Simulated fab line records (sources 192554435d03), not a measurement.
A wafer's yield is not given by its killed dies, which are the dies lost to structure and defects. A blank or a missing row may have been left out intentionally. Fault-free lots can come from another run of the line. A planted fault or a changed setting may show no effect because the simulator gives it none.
Matching of chambers -- flow n5 finfet -- 4 sister chambers for N5_BEOL_M14_ETCH_67 on rie diel-02
The step etches SiARC in CF4, target depth 143 nm, time 238.3 s. 8 wafers are shown with their chamber, then 8 later ones without.

## WAFERS WITH THEIR CHAMBER
wafer,chamber,drypump motor current A (A),etch rf on time s (s)
L074.1,0,5.9,242
L076.6,1,5.7,238
L082.5,3,5.2,230
L082.6,0,5.9,237
L089.1,3,5.2,227
L089.3,1,5.6,238
L089.5,2,4.8,240
L091.2,2,4.8,244

## WAFERS WITH NO CHAMBER GIVEN
wafer,drypump motor current A (A),etch rf on time s (s)
L091.4,5.6,242
L091.6,5.6,242
L093.2,4.8,244
L093.4,5.9,239
L093.5,5.6,238
L096.2,5.2,230
L096.4,4.8,237
L096.5,5.9,239

## EACH ONE'S CHAMBER
wafer,from the rows above,in truth
L091.4,1,1
L091.6,1,1
L093.2,2,2
L093.4,0,0
L093.5,1,1
L096.2,3,3
L096.4,2,2
L096.5,0,0
Correctly placed: 8 of 8. Not placeable from these rows: 0. Placed wrongly: 0.
How it was worked out, from the rows above alone: a wafer's distance from a chamber is the root of the sum, over the readings, of the square of ((its reading less the chamber's mean) divided by the reading's scatter). The wafer belongs to the nearest chamber; if the next one is less than 2 further off, it can't be placed. The mean given for a chamber averages the wafers shown for that chamber. The scatter is the square root of a quotient: the sum, over the shown wafers, of each reading's squared deviation from its chamber's mean, divided by wafers minus chambers.
